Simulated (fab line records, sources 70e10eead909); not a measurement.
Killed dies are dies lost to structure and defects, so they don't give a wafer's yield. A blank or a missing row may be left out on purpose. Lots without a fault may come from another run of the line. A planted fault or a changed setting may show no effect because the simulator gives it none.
fab line records | flow nand_harc
record lots=24 wafers=72 last_day=33
route steps=1302 shown P_BONDPAD@351 A_CHANNEL_HOLE_D1@472 A_ONON_D2@550
lots that met no fault: from a run of the same line without faults
start_h: hours from the record's first day to the start of the lot's first wafer shown | wait_h: hours since the lot's step before | " the same as in the row above | L1.1+2: a row that stands for several wafers | - no value, or no start given | * or withheld: withheld | < > ~ a bound
route shown NAME@n: a module of which the file shows steps, and the number in the route of the first | usual: mean/standard deviation of fault-free wafers | same: alike in all rows | chamber/n: place in a boat | sites: the reading at each site | _std_site: their standard deviation | _edge_site: outer sites' mean less inner sites' | radius_mm: how far each site lies from the wafer's centre | mask NAME#n: copy n | behind: the tool/chamber that last shaped the wafer | hold: why the lot was held/for how many hours/how that ended | device: the transistor (n, p or np) that didn't switch | end of line: the same wafers' tests at the end of the route | a step without rows: its recipe alone | killed: dies lost to structure and defects at the first sort, not the wafer's yield | map: a wafer's dies, x killed, . not, _ none there
set.NAME: the setting as run; set.NAME@STEP: as run at that earlier step | model.NAME: the simulator's own value behind a step, which no gauge read
steps of the route over a sample of lots; a table a step, a row a wafer
services: from which hour (start_h, from the record's first day; less than 0 if before it) a tool's chamber was out of use, for how many hours, and why
## steps
# step NHARC_P_BONDPAD_DEP_00
# recipe target_thk_a=2500 temp_c=370 target_thk_nm=250 pressure_torr=3 flow_sccm=200 rf_w=450 material=SiCN
# usual heater_power_w=525/55
# columns lot.wafer tool chamber start_h wait_h heater_power_w
L074.3 pecvd-02 2 - - 606
L074.4 " 2 " " 619
L074.6 " 0 " " 494
L075.1 pecvd-03 0 - - 548
L075.2 " 2 " " 431
L075.4 " 1 " " 487
L076.2 pecvd-03 0 151.46 - 551
L076.5 " 1 " " 484
L076.4 " 2 " " 474
L077.1 pecvd-04 1 - - 572
L077.6 " 1 " " 581
L077.5 " 0 " " 523
L078.1 pecvd-03 0 172.81 - 575
L078.6 " 0 " " 588
L078.4 " 2 " " 480
L079.2 pecvd-02 2 184.52 - 577
L079.6 " 1 " " 544
L079.4 " 0 " " 548
L080.3 pecvd-04 2 - - 482
L080.5 " 2 " " 484
L080.6 " 0 " " 486
L081.5 pecvd-03 1 204.82 - 516
L081.6 " 2 " " 502
L081.4 " 0 " " 569
L082.2 pecvd-03 2 - - 450
L082.5 " 1 " " 527
L082.4 " 2 " " 472
L083.2 pecvd-04 2 225.62 - 447
L083.4 " 1 " " 638
L083.6 " 0 " " 519
L084.2 pecvd-04 1 - - 612
L084.1 " 2 " " 509
L084.4 " 2 " " 412
L085.3 pecvd-03 2 - - 528
L085.4 " 1 " " 554
L085.6 " 0 " " 595
L086.2 pecvd-02 2 - - 541
L086.1 " 0 " " 546
L086.6 " 2 " " 549
L087.2 pecvd-04 1 267.12 - 640
L087.3 " 2 " " 425
L087.6 " 0 " " 458
L088.2 pecvd-03 0 280.45 - 529
L088.4 " 2 " " 562
L088.5 " 1 " " 493
L089.3 pecvd-02 1 282.87 - 493
L089.4 " 2 " " 542
L089.5 " 1 " " 492
L091.2 pecvd-03 1 303.79 - 551
L091.6 " 2 " " 464
L091.4 " 1 " " 553
L090.1 pecvd-02 0 304.65 - 503
L090.5 " 2 " " 539
L090.6 " 0 " " 512
L093.2 pecvd-04 1 320.12 - 649
L093.1 " 2 " " 525
L093.4 " 1 " " 617
L092.2 pecvd-03 2 - - 556
L092.3 " 0 " " 566
L092.5 " 1 " " 500
L094.2 pecvd-04 2 335.59 0.6 477
L094.5 " 0 " " 480
L094.6 " 2 " " 493
L095.3 pecvd-04 1 349.35 - 679
L095.5 " 0 " " 523
L095.6 " 2 " " 495
L096.4 pecvd-03 2 357.05 - 539
L096.6 " 0 " " 568
L096.5 " 1 " " 493
L097.3 pecvd-02 2 369.89 - 460
L097.5 " 1 " " 488
L097.6 " 2 " " 480
# step NHARC_P_BONDPAD_CD_MEAS_09
# recipe target_cd_nm=500 landing_energy_ev=500
# usual cd_nm=500.0/2.3
# columns lot.wafer tool chamber start_h wait_h cd_nm
L074.3 cd_sem-02 0 134.07 - 500.2
L074.4 " 0 " " 499.4
L074.6 " 0 " " 498.7
L075.1 cd_sem-03 0 140.62 - 495.1
L075.2 " 0 " " 499.7
L075.4 " 0 " " 501.1
L076.2 cd_sem-02 0 152.59 - 503.7
L076.4 " 0 " " 503.2
L076.5 " 0 " " 500.9
L077.1 cd_sem-03 0 170.11 - 499.0
L077.5 " 0 " " 499.5
L077.6 " 0 " " 502.8
L078.1 cd_sem-01 0 173.90 - 493.6
L078.4 " 0 " " 498.2
L078.6 " 0 " " 498.9
L079.2 cd_sem-01 0 185.60 - 501.4
L079.4 " 0 " " 502.9
L079.6 " 0 " " 502.8
L080.3 cd_sem-01 0 193.69 - 503.5
L080.5 " 0 " " 502.6
L080.6 " 0 " " 501.5
L081.4 cd_sem-03 0 205.78 - 502.9
L081.5 " 0 " " 505.3
L081.6 " 0 " " 499.8
L082.2 cd_sem-02 0 222.10 - 499.3
L082.4 " 0 " " 497.9
L082.5 " 0 " " 500.6
L083.2 cd_sem-03 0 226.80 - 496.8
L083.4 " 0 " " 498.9
L083.6 " 0 " " 499.0
L084.1 cd_sem-03 0 240.65 - 502.8
L084.2 " 0 " " 500.0
L084.4 " 0 " " 500.2
L085.3 cd_sem-01 0 241.59 - 500.6
L085.4 " 0 " " 501.9
L085.6 " 0 " " 502.2
L086.1 cd_sem-03 0 250.60 - 503.4
L086.2 " 0 " " 502.6
L086.6 " 0 " " 502.9
L087.2 cd_sem-02 0 268.35 - 498.9
L087.3 " 0 " " 499.8
L087.6 " 0 " " 497.2
L088.2 cd_sem-03 0 281.50 - 498.0
L088.4 " 0 " " 497.5
L088.5 " 0 " " 498.2
L089.3 cd_sem-03 0 283.89 - 500.0
L089.4 " 0 " " 501.0
L089.5 " 0 " " 500.7
L091.2 cd_sem-01 0 304.92 - 497.7
L091.4 " 0 " " 495.9
L091.6 " 0 " " 499.2
L090.1 cd_sem-02 0 305.78 - 499.2
L090.5 " 0 " " 496.7
L090.6 " 0 " " 499.2
L093.1 cd_sem-03 0 321.33 - 501.7
L093.2 " 0 " " 499.2
L093.4 " 0 " " 498.6
L092.2 cd_sem-01 0 321.73 - 502.8
L092.3 " 0 " " 500.9
L092.5 " 0 " " 498.7
L094.2 cd_sem-01 0 336.72 - 499.4
L094.5 " 0 " " 502.4
L094.6 " 0 " " 501.1
L095.3 cd_sem-01 0 350.52 - 501.5
L095.5 " 0 " " 498.7
L095.6 " 0 " " 497.2
L096.4 cd_sem-02 0 358.15 - 496.9
L096.5 " 0 " " 500.8
L096.6 " 0 " " 497.2
L097.3 cd_sem-03 0 371.04 - 499.2
L097.5 " 0 " " 503.2
L097.6 " 0 " " 498.7
# step NHARC_P_BONDPAD_DEGAS_25
# recipe temp_c=300 time_s=60
# usual heater_power_w=468/47
# columns lot.wafer tool chamber start_h wait_h heater_power_w
L074.3 pvd_sputter-02 - 135.21 - 523
L074.4 " - " " 506
L074.6 " - " " 506
L075.2 pvd_sputter-02 - 141.77 - 505
L075.1 " - " " 526
L075.4 " - " " 503
L076.4 pvd_sputter-02 - 153.74 - 498
L076.2 " - " " 440
L076.5 " - " " 506
L077.1 pvd_sputter-01 - 171.32 - 460
L077.5 " - " " 422
L077.6 " - " " 461
L078.4 pvd_sputter-01 - 175.06 - 463
L078.1 " - " " 468
L078.6 " - " " 428
L079.4 pvd_sputter-03 - 186.78 - 510
L079.2 " - " " 421
L079.6 " - " " 519
L080.3 pvd_sputter-01 - 194.83 - 426
L080.5 " - " " 434
L080.6 " - " " 469
L081.4 pvd_sputter-01 - 206.95 - 415
L081.6 " - " " 470
L081.5 " - " " 435
L082.2 pvd_sputter-03 - 223.27 - 406
L082.4 " - " " 411
L082.5 " - " " 429
L083.2 pvd_sputter-02 - 227.96 - 530
L083.4 " - " " 501
L083.6 " - " " 443
L084.2 pvd_sputter-03 - 241.81 - 423
L084.4 " - " " 412
L084.1 " - " " 400
L085.3 pvd_sputter-02 - 242.73 - 510
L085.4 " - " " 509
L085.6 " - " " 436
L086.1 pvd_sputter-03 - 251.76 - 428
L086.2 " - " " 503
L086.6 " - " " 403
L087.3 pvd_sputter-02 - 269.49 - 525
L087.2 " - " " 516
L087.6 " - " " 526
L088.4 pvd_sputter-01 - 282.65 - 477
L088.2 " - " " 463
L088.5 " - " " 476
L089.4 pvd_sputter-03 - 285.03 - 442
L089.3 " - " " 413
L089.5 " - " " 411
L091.4 pvd_sputter-02 - 306.07 - 480
L091.2 " - " " 530
L091.6 " - " " 573
L090.1 pvd_sputter-02 - 306.94 - 453
L090.5 " - " " 557
L090.6 " - " " 504
L093.4 pvd_sputter-03 - 322.52 - 416
L093.1 " - " " 403
L093.2 " - " " 502
L092.3 pvd_sputter-02 - 322.87 - 533
L092.2 " - " " 542
L092.5 " - " " 538
L094.2 pvd_sputter-02 - 337.91 - 507
L094.5 " - " " 441
L094.6 " - " " 533
L095.3 pvd_sputter-03 - 351.69 - 405
L095.6 " - " " 505
L095.5 " - " " 422
L096.4 pvd_sputter-01 - 359.29 - 432
L096.6 " - " " 486
L096.5 " - " " 432
L097.3 pvd_sputter-01 - 372.23 - 416
L097.5 " - " " 412
L097.6 " - " " 494
# step NHARC_P_BONDPAD_ACTIVATE_29
# recipe time_s=60 n2_flow_sccm=200 ar_flow_sccm=0 bias_power_w=0 chemistry=N2
# usual drypump_motor_current_A=6.0/0.44 oes_product_au=1.005/0.0093 rf_vpp_V=64.2/0.88 showerhead_plenum_p_Torr=1.79/0.077
# columns lot.wafer tool chamber start_h wait_h drypump_motor_current_A oes_product_au rf_hours_counter_h rf_vpp_V showerhead_plenum_p_Torr
L074.4 rie_diel-04 0 136.90 0.1 5.4 1.013 7.1 63.2 1.86
L074.3 " 2 " " 5.0 0.997 5.6 63.7 1.86
L074.6 " 1 " " 5.7 1.027 - 64.5 1.77
L075.1 rie_diel-06 2 143.46 0.1 6.6 1.019 0.2 63.1 1.75
L075.4 " 3 " " 5.9 1.013 0.1 62.9 1.67
L075.2 " 0 " " 6.1 1.015 0.1 63.8 1.72
L076.4 rie_diel-04 2 155.42 0.1 5.0 0.986 6.2 64.8 1.86
L076.2 " 3 " " 6.1 1.003 6.5 63.9 1.90
L076.5 " 3 " " 6.1 1.010 - 65.5 1.90
L077.1 rie_diel-06 1 173.01 0.1 5.9 1.000 2.3 65.5 1.86
L077.6 " 3 " " 5.9 1.006 - 64.6 1.67
L077.5 " 0 " " 6.0 1.002 - 63.9 1.72
L078.1 rie_diel-02 3 176.76 0.1 5.6 1.013 3.5 63.6 1.83
L078.4 " 1 " " 6.2 0.998 3.4 65.0 1.89
L078.6 " 3 " " 5.6 0.995 - 64.2 1.83
L079.4 rie_diel-06 0 188.45 0.1 6.1 1.002 3.5 63.7 1.72
L079.2 " 3 " " 5.9 1.000 3.5 63.4 1.67
L079.6 " 1 " " 5.9 1.005 - 63.4 1.86
L080.3 rie_diel-06 3 196.55 0.1 5.9 1.009 3.6 63.7 1.67
L080.6 " 2 " " 6.6 1.001 - 64.1 1.75
L080.5 " 3 " " 5.9 1.009 - 61.9 1.67
L081.4 rie_diel-02 3 208.66 0.1 5.6 1.023 4.7 64.2 1.83
L081.5 " 3 " " 5.6 1.007 - 66.1 1.83
L081.6 " 0 " " 6.4 1.006 - 63.1 1.70
L082.2 rie_diel-04 2 224.93 0.1 5.0 1.005 2.6 66.3 1.86
L082.4 " 0 " " 5.4 0.989 1.8 64.5 1.86
L082.5 " 2 " " 5.0 1.006 - 62.7 1.85
L083.4 rie_diel-02 1 229.61 0.1 6.2 1.015 0.0 64.8 1.89
L083.2 " 2 " " 6.4 0.992 0.0 63.9 1.75
L083.6 " 1 " " 6.2 1.000 - 65.0 1.89
L084.1 rie_diel-04 0 243.48 0.1 5.4 0.991 3.1 64.8 1.86
L084.2 " 2 " " 5.0 0.999 3.4 64.5 1.85
L084.4 " 3 " " 6.1 0.994 2.7 65.3 1.90
L085.4 rie_diel-06 2 244.42 0.1 6.6 1.006 6.5 64.3 1.74
L085.3 " 1 " " 5.9 0.995 7.7 62.9 1.86
L085.6 " 2 " " 6.6 1.001 - 63.4 1.74
L086.2 rie_diel-02 3 253.43 0.1 5.6 1.005 0.5 62.6 1.83
L086.1 " 1 " " 6.2 1.015 0.5 64.8 1.89
L086.6 " 0 " " 6.4 1.003 - 64.8 1.70
L087.3 rie_diel-02 2 271.18 0.1 6.4 0.999 0.8 64.4 1.75
L087.2 " 0 " " 6.4 1.009 0.7 65.0 1.70
L087.6 " 1 " " 6.2 1.010 - 64.5 1.89
L088.4 rie_diel-02 0 284.33 0.1 6.4 1.004 0.9 63.8 1.70
L088.2 " 1 " " 6.2 1.015 1.0 63.9 1.89
L088.5 " 1 " " 6.2 1.019 - 65.8 1.89
L089.3 rie_diel-02 3 286.77 0.1 5.6 1.004 1.0 65.1 1.83
L089.5 " 3 " " 5.6 1.003 - 64.8 1.83
L089.4 " 0 " " 6.4 1.002 - 64.9 1.70
L091.2 rie_diel-04 0 308.11 0.1 5.4 1.014 7.7 65.3 1.85
L091.4 " 3 " " 6.1 1.008 6.9 63.9 1.90
L091.6 " 1 " " 5.7 1.004 - 63.6 1.77
L090.1 rie_diel-04 0 308.91 0.1 5.4 1.010 7.7 64.3 1.85
L090.6 " 0 " " 5.4 1.014 - 64.7 1.85
L090.5 " 1 " " 5.7 0.998 - 64.5 1.77
L093.4 rie_diel-02 1 324.23 0.1 6.2 1.024 1.5 63.7 1.89
L093.2 " 2 " " 6.4 0.985 2.1 65.3 1.75
L093.1 " 3 " " 5.6 0.998 2.1 64.2 1.83
L092.2 rie_diel-04 1 324.57 0.1 5.7 1.000 8.5 64.3 1.77
L092.3 " 2 " " 5.0 1.011 8.2 63.4 1.85
L092.5 " 1 " " 5.7 1.005 - 64.4 1.77
L094.2 rie_diel-06 0 339.60 0.1 6.1 1.014 1.0 63.7 1.71
L094.6 " 2 " " 6.6 1.002 - 63.5 1.74
L094.5 " 3 " " 5.9 0.996 - 63.2 1.67
L095.3 rie_diel-02 0 353.36 0.1 6.4 1.005 3.1 63.9 1.70
L095.6 " 0 " " 6.4 1.000 - 63.1 1.70
L095.5 " 1 " " 6.2 1.019 - 65.7 1.89
L096.4 rie_diel-06 0 360.98 0.1 6.1 1.002 2.4 63.9 1.71
L096.5 " 2 " " 6.6 1.005 - 65.0 1.74
L096.6 " 3 " " 5.9 1.002 - 62.5 1.67
L097.3 rie_diel-02 1 373.95 0.1 6.2 1.009 2.9 64.7 1.89
L097.6 " 0 " " 6.4 1.006 - 63.8 1.70
L097.5 " 1 " " 6.2 1.011 - 64.4 1.89
# step NHARC_A_CHANNEL_HOLE_D1_ETCH_20
# recipe bias_v=3000 source_w=withheld pressure_mtorr=20 time_s=361.9 ar_flow_sccm=375 c4f8_flow_sccm=89.3 o2_flow_sccm=35.7 temp_c=-20 target_depth_a=16000 chemistry=C4F8/O2/Ar
# usual drypump_motor_current_A=6.3/0.37 oes_air_line_au=0.997/0.023 showerhead_plenum_p_Torr=3.68/0.078 throttle_valve_pct=32.156/0.0084
# columns lot.wafer tool chamber start_h wait_h drypump_motor_current_A oes_air_line_au rf_hours_counter_h showerhead_plenum_p_Torr throttle_valve_pct
L074.3 har_etch-02 1 177.12 0.2 6.2 0.967 - 3.60 32.164
L074.4 " 0 " " 6.6 0.992 - 3.77 32.167
L074.6 " 1 " " 6.2 0.975 - 3.60 32.149
L075.1 har_etch-01 0 187.12 0.1 6.5 0.960 92 3.73 32.154
L075.2 " 1 " " 5.7 1.038 92 3.70 32.157
L075.4 " 0 " " 6.5 0.964 - 3.73 32.148
L076.2 har_etch-01 0 204.29 0.1 6.5 0.974 100 3.73 32.138
L076.4 " 1 " " 5.7 0.944 - 3.70 32.165
L076.5 " 0 " " 6.6 0.981 - 3.73 32.160
L077.1 har_etch-01 1 217.69 0.1 5.7 0.994 107 3.69 32.163
L077.5 " 0 " " 6.6 1.053 - 3.72 32.155
L077.6 " 1 " " 5.7 0.981 - 3.69 32.167
L078.1 har_etch-02 0 219.79 0.1 6.6 0.955 320 3.75 32.153
L078.4 " 0 " " 6.6 0.948 - 3.75 32.164
L078.6 " 0 " " 6.6 1.010 - 3.75 32.159
L079.2 har_etch-01 0 238.55 0.1 6.6 0.994 119 3.72 32.161
L079.4 " 0 " " 6.6 1.000 - 3.72 32.145
L079.6 " 1 " " 5.7 1.016 - 3.68 32.150
L080.3 har_etch-02 1 239.83 0.2 6.2 0.967 - 3.58 32.173
L080.5 " 1 " " 6.2 1.005 - 3.58 32.164
L080.6 " 0 " " 6.6 0.958 - 3.75 32.160
L081.4 har_etch-02 1 254.15 0.2 6.2 1.007 - 3.58 32.157
L081.5 " 0 " " 6.6 1.005 - 3.74 32.157
L081.6 " 1 " " 6.2 0.985 - 3.58 32.157
L082.2 har_etch-01 0 265.11 0.1 6.6 0.981 130 3.71 32.165
L082.4 " 1 " " 5.7 0.982 - 3.68 32.171
L082.5 " 1 " " 5.7 0.978 - 3.68 32.154
L083.2 har_etch-01 0 271.75 0.1 6.6 0.975 134 3.71 32.168
L083.4 " 0 " " 6.6 0.980 - 3.71 32.157
L083.6 " 0 " " 6.6 0.985 - 3.71 32.145
L084.2 har_etch-01 0 286.61 0.1 6.6 0.997 146 3.70 32.157
L084.1 " 1 " " 5.7 1.023 146 3.67 32.158
L084.4 " 0 " " 6.6 1.001 - 3.70 32.157
L085.4 har_etch-02 0 288.72 0.2 6.6 0.987 - 3.73 32.173
L085.3 " 1 " " 6.2 0.965 - 3.57 32.161
L085.6 " 1 " " 6.2 0.997 - 3.57 32.162
L086.2 har_etch-01 0 294.96 0.1 6.6 1.005 154 3.70 32.160
L086.1 " 1 " " 5.7 0.998 154 3.67 32.150
L086.6 " 1 " " 5.7 1.022 - 3.67 32.156
L087.2 har_etch-02 1 311.42 0.1 6.2 0.984 370 3.56 32.157
L087.3 " 0 " " 6.6 0.980 - 3.73 32.160
L087.6 " 1 " " 6.2 0.974 - 3.56 32.159
L089.3 har_etch-01 0 330.17 0.2 6.6 1.005 - 3.69 32.164
L089.4 " 1 " " 5.7 1.001 - 3.66 32.166
L089.5 " 0 " " 6.6 1.043 - 3.69 32.148
L088.2 har_etch-02 1 332.66 0.1 6.2 0.984 385 3.55 32.158
L088.4 " 1 " " 6.2 0.958 - 3.55 32.161
L088.5 " 0 " " 6.6 1.003 - 3.72 32.149
L091.2 har_etch-02 0 350.37 0.1 6.6 0.984 392 3.71 32.162
L091.4 " 0 " " 6.6 1.005 - 3.71 32.157
L091.6 " 0 " " 6.6 1.008 - 3.71 32.168
L090.1 har_etch-01 0 350.95 0.1 6.6 1.040 184 3.68 32.173
L090.6 " 1 " " 5.7 0.974 - 3.65 32.155
L090.5 " 0 " " 6.6 1.027 - 3.68 32.157
L092.2 har_etch-02 1 368.37 0.1 6.2 1.040 404 3.54 32.160
L092.3 " 0 " " 6.6 0.985 - 3.71 32.155
L092.5 " 0 " " 6.6 1.026 - 3.71 32.155
L093.1 har_etch-01 0 373.65 0.1 6.6 0.956 195 3.68 32.130
L093.2 " 1 " " 5.7 1.014 195 3.64 32.156
L093.4 " 1 " " 5.7 1.020 - 3.64 32.158
L094.2 har_etch-01 0 385.86 0.1 6.6 1.009 207 3.67 32.157
L094.6 " 0 " " 6.6 1.013 - 3.67 32.166
L094.5 " 1 " " 5.7 1.029 - 3.64 32.157
L095.3 har_etch-01 1 395.52 0.2 5.7 1.032 - 3.63 32.158
L095.6 " 0 " " 6.6 0.955 - 3.67 32.149
L095.5 " 1 " " 5.7 0.988 - 3.63 32.145
L096.4 har_etch-02 0 411.27 0.2 6.6 0.986 - 3.70 32.174
L096.5 " 0 " " 6.6 1.002 - 3.70 32.152
L096.6 " 1 " " 6.2 0.985 - 3.93 32.159
L097.3 har_etch-02 1 417.29 0.2 6.2 1.044 - 3.93 32.153
L097.5 " 1 " " 6.2 1.029 - 3.93 32.165
L097.6 " 0 " " 6.6 0.991 - 3.70 32.141
# step NHARC_A_ONON_D2_THK_MEAS_08
# recipe thk_meas_gauge=ellipsometry
# usual thk_nm=1000/7.7
# columns lot.wafer tool chamber start_h wait_h thk_nm
L074.3 film_metro-01 - 271.96 - 1003
L074.4 " - " " 1005
L074.6 " - " " 1005
L075.1 film_metro-01 - 281.71 - 1002
L075.2 " - " " 1002
L075.4 " - " " 1002
L076.2 film_metro-01 - 298.10 - 989
L076.4 " - " " 988
L076.5 " - " " 987
L078.1 film_metro-01 - 310.42 - 990
L078.4 " - " " 988
L078.6 " - " " 991
L077.1 film_metro-02 - 310.42 - 1000
L077.5 " - " " 1001
L077.6 " - " " 1000
L079.2 film_metro-02 - 327.32 - 1004
L079.4 " - " " 1007
L079.6 " - " " 1006
L080.3 film_metro-01 - 327.33 - 1000
L080.5 " - " " 1002
L080.6 " - " " 1001
L081.4 film_metro-01 - 346.95 - 991
L081.5 " - " " 991
L081.6 " - " " 990
L082.2 film_metro-01 - 358.22 - 995
L082.4 " - " " 995
L082.5 " - " " 996
L083.2 film_metro-02 - 360.84 - 1004
L083.4 " - " " 1003
L083.6 " - " " 1004
L084.1 film_metro-01 - 380.10 - 997
L084.2 " - " " 996
L084.4 " - " " 995
L085.3 film_metro-01 - 380.15 - 998
L085.4 " - " " 997
L085.6 " - " " 997
L086.1 film_metro-01 - 389.46 - 988
L086.2 " - " " 987
L086.6 " - " " 988
L087.2 film_metro-02 - 399.11 - 1011
L087.3 " - " " 1011
L087.6 " - " " 1012
L088.2 film_metro-02 - 422.11 - 1005
L088.4 " - " " 1006
L088.5 " - " " 1004
L089.3 film_metro-02 - 422.29 - 993
L089.4 " - " " 993
L089.5 " - " " 994
L091.2 film_metro-01 - 442.91 - 1000
L091.4 " - " " 1001
L091.6 " - " " 1000
L090.1 film_metro-01 - 443.04 - 1017
L090.5 " - " " 1014
L090.6 " - " " 1015
L093.1 film_metro-01 - 462.09 - 999
L093.2 " - " " 996
L093.4 " - " " 997
L092.2 film_metro-02 - 462.18 - 994
L092.3 " - " " 994
L092.5 " - " " 995
L094.2 film_metro-02 - 477.87 - 1000
L094.5 " - " " 1000
L094.6 " - " " 1002
L095.3 film_metro-01 - 486.23 - 1000
L095.5 " - " " 1002
L095.6 " - " " 1000
L096.4 film_metro-02 - 501.03 - 1018
L096.5 " - " " 1017
L096.6 " - " " 1018
L097.3 film_metro-02 - 503.75 - 997
L097.5 " - " " 996
L097.6 " - " " 998
## services
# columns tool chamber start_h hours kind
rie_diel-06 - 130.31 9.0 pm
pecvd-04 - 158.13 1.7 repair
pvd_sputter-01 - 160.20 10.7 repair
rie_diel-02 2 160.94 7.8 repair
rie_diel-06 2 167.73 6.7 repair
pvd_sputter-03 - 176.20 10.0 pm
rie_diel-04 - 177.95 9.0 pm
pecvd-03 - 185.09 13.0 pm
pvd_sputter-03 - 210.19 3.5 repair
rie_diel-02 - 214.88 0.4 repair
rie_diel-02 - 216.70 9.0 pm
pvd_sputter-01 - 218.28 27.0 repair
pecvd-04 0 219.18 6.3 repair
rie_diel-06 - 242.11 1.4 repair
pvd_sputter-01 - 245.29 10.0 pm
pecvd-04 - 269.00 13.0 pm
pvd_sputter-02 - 282.02 10.0 pm
rie_diel-02 1 285.05 5.2 repair
pvd_sputter-02 - 308.07 3.1 repair
pecvd-03 2 337.48 3.6 repair
pecvd-03 - 366.09 13.0 pm
har_etch-02 - 378.94 17.0 pm
rie_diel-02 - 393.70 9.0 pm
rie_diel-02 0 403.43 6.3 repair
## key
fault none
